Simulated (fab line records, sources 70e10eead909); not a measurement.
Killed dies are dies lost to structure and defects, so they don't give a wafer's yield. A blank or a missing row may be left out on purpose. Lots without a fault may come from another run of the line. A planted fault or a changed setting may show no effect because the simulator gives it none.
A struck lot beside a sound one | flow nand_harc | 14 steps out of a route of 1302
Sound: wafers L126.1, L126.4, L126.5. Struck: wafer L135.4. (L135.1 of the same lot was not struck and is left out.) The cause comes at the end.
At each step with rows: each side's tool, then ch and its chambers, then its first start. Under that, the readings that differ: sound wafers | struck wafers | difference of the means | sigmas: that difference in standard deviations of wafers without a fault.
alike: readings whose means differ by less than 2 such deviations, and words and numbers that are the same on both sides. not compared: withheld readings, readings that some wafer has no value for, bounds like >300 that may hide the same value, and numbers for which the record gives no deviation and whose values overlap.
The two part at a step that has a row with sigmas, a row that says differs or no value, or rows on one side only. Numbers that don't overlap but have no deviation are shown without sigmas and don't part them. A reading that every wafer of one side lacks parts them only if that side has two wafers or more.

first, 5 steps without rows for these wafers: NHARC_P_GATE_SOFTBAKE_21 (time 55 s); NHARC_P_GATE_EBR_22; NHARC_P_GATE_EXPOSE_23 (exposes mask P GATE, target cd 120 nm); NHARC_P_GATE_PEB_24 (peb time 65 s); NHARC_P_GATE_DEVELOP_25 (develop time 35 s).
NHARC_P_GATE_CD_MEAS_26: target cd 120 nm.
  sound on cd_sem-01 ch 0, day 7 04:04; struck on cd_sem-01 ch 0, day 11 00:12
  alike: cd_nm
NHARC_P_GATE_OVL_MEAS_27:
  sound on overlay-01, day 7 04:09; struck on overlay-01, day 11 00:17
  alike: overlay_x_nm, overlay_y_nm
NHARC_P_GATE_INSPECT_28:
  sound on defect_inspect-02, day 7 04:11; struck on defect_inspect-02, day 11 00:19
  alike: raw_defect_count
NHARC_P_GATE_DESCUM_31: chemistry O2, time 3 s.
  sound on rie_diel-02 ch 2,3, day 7 04:15; struck on rie_diel-06 ch 0, day 11 00:23
  alike: drypump_motor_current_A, oes_product_au, rf_vpp_V, showerhead_plenum_p_Torr, throttle_valve_pct
  not compared: rf_hours_counter_h
NHARC_P_GATE_ETCH_104: etches the open film in CF4/CHF3, target depth 60 nm.
  sound on rie_diel-02 ch 0,2,3, day 7 04:21; struck on rie_diel-06 ch 1, day 11 00:28
  reading               | sound             | struck | difference | sigmas
  oes_product_au (a.u.) | 0.919 0.915 0.919 | 0.960  | +0.042     | +2
  alike: drypump_motor_current_A, rf_fwd_power_W, rf_vpp_V, showerhead_plenum_p_Torr, throttle_valve_pct
NHARC_P_GATE_HM_OPEN_105: chemistry O2/COS, target depth 360 nm.
  sound on rie_diel-02 ch 2,3; struck on rie_diel-06 ch 1
  reading               | sound             | struck | difference | sigmas
  oes_product_au (a.u.) | 0.994 0.994 0.980 | 1.013  | +0.024     | +2
  alike: drypump_motor_current_A, rf_fwd_power_W, rf_vpp_V, showerhead_plenum_p_Torr, throttle_valve_pct
  not compared: rf_hours_counter_h
then, 1 step without rows for these wafers: NHARC_P_GATE_STRIP_106 (strips in O2/COS).
NHARC_P_GATE_ETCH_114: etches the open film in CF4/O2, target depth 30 nm, overetch 3 nm, time 16.5 s.
  sound on rie_diel-02 ch 0,2, day 7 04:00; struck on rie_diel-06 ch 1, day 11 00:00
  reading                         | sound             | struck | difference | sigmas
  oes_product_au (a.u.)           | 0.996 0.987 0.986 | 0.896  | -0.094     | -9
  showerhead_plenum_p_Torr (Torr) | 1.42 1.29 1.42    | 1.26   | -0.12      | -2
  alike: drypump_motor_current_A, rf_fwd_power_W, rf_vpp_V, throttle_valve_pct
  not compared: rf_hours_counter_h
NHARC_P_GATE_ETCH_32: etches the open film in HBr/Cl2, target depth 150 nm, time 100.1 s.
  sound on rie_si-02 ch 0,1, day 7 04:46; struck on rie_si-03 ch 2, day 11 00:51
  reading                     | sound             | struck | difference | sigmas
  drypump_motor_current_A (A) | 6.1 6.0 6.1       | 5.1    | -1.0       | -2
  hbr_flow_sccm (sccm)        | 150.5 149.8 151.0 | 149.3  | -1.1       | -3
  alike: oes_product_au, rf_fwd_power_W, throttle_valve_pct
  not compared: rf_hours_counter_h

WHERE THEY PART
First at NHARC_P_GATE_ETCH_104; last, within this record, at NHARC_P_GATE_ETCH_32.

WHY: what the simulator had put in
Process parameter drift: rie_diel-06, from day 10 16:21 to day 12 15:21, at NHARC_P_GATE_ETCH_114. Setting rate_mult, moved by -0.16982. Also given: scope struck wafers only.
